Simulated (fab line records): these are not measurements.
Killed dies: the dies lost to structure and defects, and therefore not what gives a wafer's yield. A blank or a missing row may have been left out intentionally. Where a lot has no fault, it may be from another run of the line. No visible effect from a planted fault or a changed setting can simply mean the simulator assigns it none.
Chamber matching    flow nand-harc    4 sister chambers for NHARC_THIN_TSV_CMP_01 on cmp-01
The step polishes. 18 wafers are shown with their chamber, then 9 later ones without.

WAFERS PAIRED WITH THEIR CHAMBERS
wafer   chamber  motor-current-A (A)
L074.4  2        11.2
L074.5  2        11.0
L074.6  3        11.7
L075.1  2        11.1
L075.5  3        11.5
L075.6  0        12.3
L076.1  1        11.7
L076.2  2        11.1
L076.5  2        10.6
L076.3  0        12.1
L076.4  3        11.3
L076.6  1        11.8
L083.1  1        12.1
L083.2  0        12.0
L083.4  3        11.6
L085.3  2        11.0
L085.5  2        11.1
L085.6  3        11.5

SIGNATURES, as means of the wafers listed above
reading          chamber 0  chamber 1  chamber 2  chamber 3  scatter within a chamber
motor-current-A  12.133     11.867     11.014     11.520     0.179
Rule: for a wafer and a chamber, the distance is found by dividing, reading by reading, the gap between the wafer's reading and the chamber's mean by the reading's scatter, squaring, summing and taking the root. If the next closest chamber is less than 2 further off than the closest, the wafer can't be placed; otherwise it belongs to the closest. How the scatter is found: for the shown wafers, subtract from each reading the mean of its chamber, square and add these, divide the total by (wafers less chambers), then take the root.

WAFERS MISSING THEIR CHAMBER
wafer   motor-current-A (A)
L086.2  12.1
L086.5  13.1
L086.6  12.2
L093.2  12.5
L093.5  10.7
L093.6  11.8
L097.1  11.0
L097.2  12.2
L097.3  12.8

THE CHAMBER EACH PASSED THROUGH
wafer   from the rows above           in truth
L086.2  can't be placed: 0 or 1       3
L086.5  can't be placed: 0 or 1       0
L086.6  can't be placed: 0 or 1       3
L093.2  can't be placed: 0 or 1       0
L093.5  2                             2
L093.6  can't be placed: 1 or 3 or 0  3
L097.1  2                             2
L097.2  can't be placed: 0 or 1       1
L097.3  can't be placed: 0 or 1       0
Correctly placed: 2 of 9. Can't be placed from these rows: 7 (the true chamber is among the candidates in 5). Placed wrongly: 0.
